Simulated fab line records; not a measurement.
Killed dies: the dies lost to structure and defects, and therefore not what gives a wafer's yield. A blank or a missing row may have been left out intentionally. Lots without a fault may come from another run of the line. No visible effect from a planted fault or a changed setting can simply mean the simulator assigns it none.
Split-lot experiment + flow n5_finfet + route with 1938 steps; 7 lots, 21 wafers read

== ON THE SPLIT ==
At N5_BEOL_M15_COAT_22 (resist thk 800 nm), the setting spin_rpm was moved away from the recipe's 1704 rpm on 6 of the 21 wafers read, by +2.8% to +9.0%. For the rest of the wafers, this setting stayed at what the recipe calls for.

The reading is taken at the split's own step.

== THE READING ==
coat_of_BEOL_M15_COAT_22.thk_nm (the simulator's own value, which no gauge read), in nm, at N5_BEOL_M15_COAT_22 (resist thk 800 nm). The file does not state a usual value for it. The 15 wafers here that ran the recipe average 801.1 nm, standard deviation 2.9 nm.

| wafer  | tool, chamber at the split | spin_rpm as run, rpm | against the recipe | coat_of_BEOL_M15_COAT_22.thk_nm, nm | against lot-mates on the recipe |
|--------|----------------------------|----------------------|--------------------|-------------------------------------|---------------------------------|
| L078.2 | litho_track-03, 0          | 1858                 | +9.0%              | 766.8                               | -32.6                           |
| L078.3 | litho_track-03, 0          | 1704                 | recipe             | 801                                 | -                               |
| L078.4 | litho_track-03, 0          | 1704                 | recipe             | 797.8                               | -                               |
| L082.1 | litho_track-02, 0          | 1704                 | recipe             | 800.2                               | -                               |
| L082.4 | litho_track-02, 0          | 1704                 | recipe             | 800.4                               | -                               |
| L082.5 | litho_track-02, 0          | 1704                 | recipe             | 801                                 | -                               |
| L086.1 | litho_track-03, 0          | 1704                 | recipe             | 803.4                               | -                               |
| L086.3 | litho_track-03, 0          | 1769                 | +3.8%              | 786                                 | -17.4                           |
| L086.4 | litho_track-03, 0          | 1769                 | +3.8%              | 787.8                               | -15.6                           |
| L085.3 | litho_track-02, 0          | 1856                 | +8.9%              | 768.2                               | -33.6                           |
| L085.5 | litho_track-02, 0          | 1856                 | +8.9%              | 768                                 | -33.8                           |
| L085.6 | litho_track-02, 0          | 1704                 | recipe             | 801.8                               | -                               |
| L094.2 | litho_track-04, 0          | 1704                 | recipe             | 797.2                               | -                               |
| L094.4 | litho_track-04, 0          | 1704                 | recipe             | 795.6                               | -                               |
| L094.5 | litho_track-04, 0          | 1704                 | recipe             | 797.8                               | -                               |
| L095.1 | litho_track-03, 0          | 1704                 | recipe             | 803.2                               | -                               |
| L095.3 | litho_track-03, 0          | 1704                 | recipe             | 805.6                               | -                               |
| L095.6 | litho_track-03, 0          | 1704                 | recipe             | 805                                 | -                               |
| L096.3 | litho_track-02, 0          | 1752                 | +2.8%              | 788.2                               | -14.8                           |
| L096.5 | litho_track-02, 0          | 1704                 | recipe             | 802                                 | -                               |
| L096.6 | litho_track-02, 0          | 1704                 | recipe             | 804                                 | -                               |

THE FIT
A straight line over all 21 wafers: coat_of_BEOL_M15_COAT_22.thk_nm changes by -3.74 nm for each +1% of spin_rpm; r = -0.98; the points scatter about the line by 2.6 nm.
The same after taking each lot's own level away (the mean of its wafers on the recipe; 21 wafers): -3.79 nm for each +1%; r = -0.99; scatter 1.5 nm.
The reading moves by 34 nm for the largest change in spin_rpm, on that fit.
From 796.87 to 804.60 nm: that is the span of the lots' own levels, equal to 2.7 times the standard deviation above.
So the lot-to-lot level changes the slope little: the two slopes agree.
Check: -35.3 nm against its lot-mates is what the line predicts for one of the wafers moved furthest among these (+9.0%) when that wafer is left out of the fit. It came out at -32.6 nm against them.

== THE OTHER SPLITS THESE WAFERS WENT THROUGH ==
These wafers also went through other splits before the reading. Each is held against what the fit with the lots' levels taken away leaves over:
| other split on the same wafers | wafers away from the commonest value | r with coat_of_BEOL_M15_COAT_22.thk_nm (lot level and that fit taken away) |
|--------------------------------|--------------------------------------|----------------------------------------------------------------------------|
| N5_BEOL_M13_ILD_DEP_00 time_s  | 7                                    | -0.04                                                                      |
| N5_BEOL_M14_ETCH_59 time_s     | 4                                    | -0.08                                                                      |
| N5_BEOL_M14_EXPOSE_25 dose_mj  | 11                                   | -0.11                                                                      |

== FILE'S OWN FIT ==
coat_of_BEOL_M15_COAT_22.thk_nm changes by -3.81 nm for each +1% of spin_rpm, r = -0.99.
